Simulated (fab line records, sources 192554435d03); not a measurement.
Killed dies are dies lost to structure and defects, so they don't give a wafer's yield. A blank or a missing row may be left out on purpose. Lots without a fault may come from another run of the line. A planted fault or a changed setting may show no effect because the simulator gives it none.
Split-lot experiment | flow n5_finfet | 7 lots, 21 wafers read, on a route of 1938 steps

THE SPLIT
At N5_FIN_SAQP_PECVD_48 (deposits SiNx from SiH4/NH3/N2, target thk 25 nm, time 22.1 s), the setting time_s was moved away from the recipe's 22.1 s on 8 of the 21 wafers read, by -12.7% to +14.7%. The other wafers ran this setting at the recipe's value.

FROM THE SPLIT TO THE READING: what the file shows between them, 10 steps
- N5_FIN_SAQP_PECVD_06: deposits a-Si from SiH4/He, target thk 60 nm, time 48.1 s (also split here: time_s)
- N5_FIN_SAQP_THK_MEAS_07
- N5_FIN_SAQP_HM_DEP_72: deposits SiO2 from SiH4/N2O, target thk 12 nm, time 7.2 s
- N5_FIN_SAQP_COAT_49: time 60 s, resist thk 100 nm
- N5_FIN_SAQP_HM_OPEN_73: chemistry CHF3/O2, target SiO2, stops on a-Si, target depth 12 nm, time 16.8 s
- N5_FIN_SAQP_STRIP_74: strips in CHF3/O2
- N5_FIN_SAQP_MANDREL_ETCH_22: etches a-Si in HBr/Cl2, stops on SiNx, target depth 60 nm, bt time 10 s, time 30 s
- N5_FIN_SAQP_STRIP_55: strips in N2/H2
- N5_FIN_SAQP_STRIP_23: strips in SPM, time 750 s
- N5_FIN_SAQP_MANDREL1_REMOVE_56: chemistry HBr/Cl2/O2, target a-Si, stops on SiNx, bt time 10 s

THE READING
etch.depth_nm (the simulator's own value, which no gauge read), in nm, at N5_FIN_SAQP_ETCH_57 (etches SiNx in CH3F/O2, target depth 32.5 nm, time 46.4 s). The file gives no usual value for it. The 13 wafers here that ran the recipe average 25.00 nm, standard deviation 0.25 nm.

wafer  | tool, chamber at the split | time_s as run, s | against the recipe | etch.depth_nm, nm | against lot-mates on the recipe
L075.3 | pecvd-01, 2                | 23.29            | +5.4%              | 25.93             | +0.96
L075.4 | pecvd-01, 1                | 22.1             | recipe             | 24.97             | -
L075.6 | pecvd-01, 2                | 23.29            | +5.4%              | 26.25             | +1.28
L076.3 | pecvd-02, 2                | 22.1             | recipe             | 25.02             | -
L076.5 | pecvd-02, 1                | 22.1             | recipe             | 25.59             | -
L076.6 | pecvd-02, 0                | 24.17            | +9.4%              | 27.59             | +2.29
L077.1 | pecvd-02, 0                | 22.1             | recipe             | 24.65             | -
L077.2 | pecvd-02, 1                | 20.42            | -7.6%              | 23.13             | -1.52
L077.3 | pecvd-02, 2                | 20.42            | -7.6%              | 23.19             | -1.46
L080.2 | pecvd-04, 0                | 22.1             | recipe             | 24.74             | -
L080.3 | pecvd-04, 2                | 22.1             | recipe             | 24.85             | -
L080.5 | pecvd-04, 2                | 19.3             | -12.7%             | 21.85             | -2.95
L081.3 | pecvd-02, 1                | 22.1             | recipe             | 24.78             | -
L081.5 | pecvd-02, 1                | 22.1             | recipe             | 25.14             | -
L081.6 | pecvd-02, 0                | 22.1             | recipe             | 24.92             | -
L083.1 | pecvd-01, 1                | 22.1             | recipe             | 25.32             | -
L083.3 | pecvd-01, 2                | 22.1             | recipe             | 25.13             | -
L083.4 | pecvd-01, 0                | 21.21            | -4.0%              | 24.49             | -0.74
L093.1 | pecvd-02, 2                | 25.35            | +14.7%             | 28.34             | +3.39
L093.4 | pecvd-02, 1                | 22.1             | recipe             | 25.07             | -
L093.5 | pecvd-02, 0                | 22.1             | recipe             | 24.84             | -

THE FIT
A straight line over all 21 wafers: etch.depth_nm changes by +0.237 nm for each +1% of time_s; r = +0.98; the points scatter about the line by 0.26 nm.
The same after taking each lot's own level away (the mean of its wafers on the recipe; 21 wafers): +0.223 nm for each +1%; r = +0.99; scatter 0.16 nm.
On that fit, the largest move of time_s shifts the reading by 3.3 nm.
The lots' own levels span 24.650 to 25.305 nm, that is 2.7 times the standard deviation above.
So the lot-to-lot level changes the slope little: the two slopes agree.
Check: with one of the wafers moved furthest among these (+14.7%) left out of the fit, the line predicts +3.27 nm for it against its lot-mates. It came out at +3.39 nm against them.

OTHER SPLITS ON THESE WAFERS
These wafers also went through other splits before the reading. Each is held against what the fit with the lots' levels taken away leaves over:
other split on the same wafers  | wafers away from the commonest value | r with etch.depth_nm (lot level and that fit taken away)
N5_ZERO_LAYER_EXPOSE_08 dose_mj | 7                                    | -0.35
N5_ZERO_LAYER_DESCUM_16 time_s  | 7                                    | +0.06
N5_WELL_APT_COAT_19 spin_rpm    | 5                                    | +0.27
N5_WELL_APT_PEB_23 peb_temp_c   | 6                                    | +0.02
N5_FIN_SAQP_PECVD_06 time_s     | 9                                    | +0.16

THE WHOLE CHAIN: every reading that the file lists as answering this split, in the file's order
step                 | what it does                                                  | reading                                                                           | change (the file's fit)               | r (the file's)
N5_FIN_SAQP_PECVD_48 | deposits SiNx from SiH4/NH3/N2, target thk 25 nm, time 22.1 s | SiNx_of_FIN_SAQP_PECVD_48.thk_nm (the simulator's own value, which no gauge read) | +0.23 nm for each +1% of the setting  | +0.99
N5_FIN_SAQP_ETCH_57  | etches SiNx in CH3F/O2, target depth 32.5 nm, time 46.4 s     | etch_rf_on_time_s                                                                 | withheld for each +1% of the setting  | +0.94
N5_FIN_SAQP_ETCH_57  | etches SiNx in CH3F/O2, target depth 32.5 nm, time 46.4 s     | etch.depth_nm (the simulator's own value, which no gauge read)                    | +0.227 nm for each +1% of the setting | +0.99

THE FILE'S OWN FIT
etch.depth_nm changes by +0.227 nm for each +1% of time_s, r = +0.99.
